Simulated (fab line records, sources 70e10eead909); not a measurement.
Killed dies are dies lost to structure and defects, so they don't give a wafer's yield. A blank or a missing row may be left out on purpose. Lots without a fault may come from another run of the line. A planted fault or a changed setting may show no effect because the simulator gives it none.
Chamber matching | flow nand_harc | NHARC_A_CONTACT_ETCH_106 on rie_diel-09: 4 sister chambers
The step etches the open film in CF4/O2, target depth 90 nm, overetch 9 nm, time 49.5 s. 4 wafers are shown with their chamber, then 12 later ones without.

WAFERS WITH THEIR CHAMBER
wafer  | chamber | showerhead_plenum_p_Torr (Torr)
L086.5 | 0       | 1.30
L089.5 | 1       | 1.24
L090.3 | 3       | 1.44
L090.6 | 2       | 1.25

WAFERS WITHOUT THEIR CHAMBER
wafer  | showerhead_plenum_p_Torr (Torr)
L094.2 | 1.44
L094.4 | 1.24
L094.5 | 1.25
L093.3 | 1.44
L093.5 | 1.25
L093.6 | 1.24
L095.3 | 1.29
L095.5 | 1.44
L095.6 | 1.25
L097.2 | 1.44
L097.3 | 1.24
L097.4 | 1.29

WHICH CHAMBER EACH WENT THROUGH
wafer  | from the rows above | in truth
L094.2 | 3                   | 3
L094.4 | 1                   | 1
L094.5 | 2                   | 2
L093.3 | 3                   | 3
L093.5 | 2                   | 2
L093.6 | 1                   | 1
L095.3 | 0                   | 0
L095.5 | 3                   | 3
L095.6 | 2                   | 2
L097.2 | 3                   | 3
L097.3 | 1                   | 1
L097.4 | 0                   | 0
Placed correctly: 12 of 12. Can't be placed from these rows: 0. Placed wrongly: 0.
How it was worked out, from the rows above alone: a wafer's distance from a chamber is the root of the sum, over the readings, of the square of ((its reading less the chamber's mean) divided by the reading's scatter). The wafer belongs to the nearest chamber; if the next one is less than 2 further off, it can't be placed. A chamber's mean is the mean of its shown wafers. The scatter: with one shown wafer a chamber, the root of the mean of the squares of how far each hidden wafer lies from its nearest shown one.
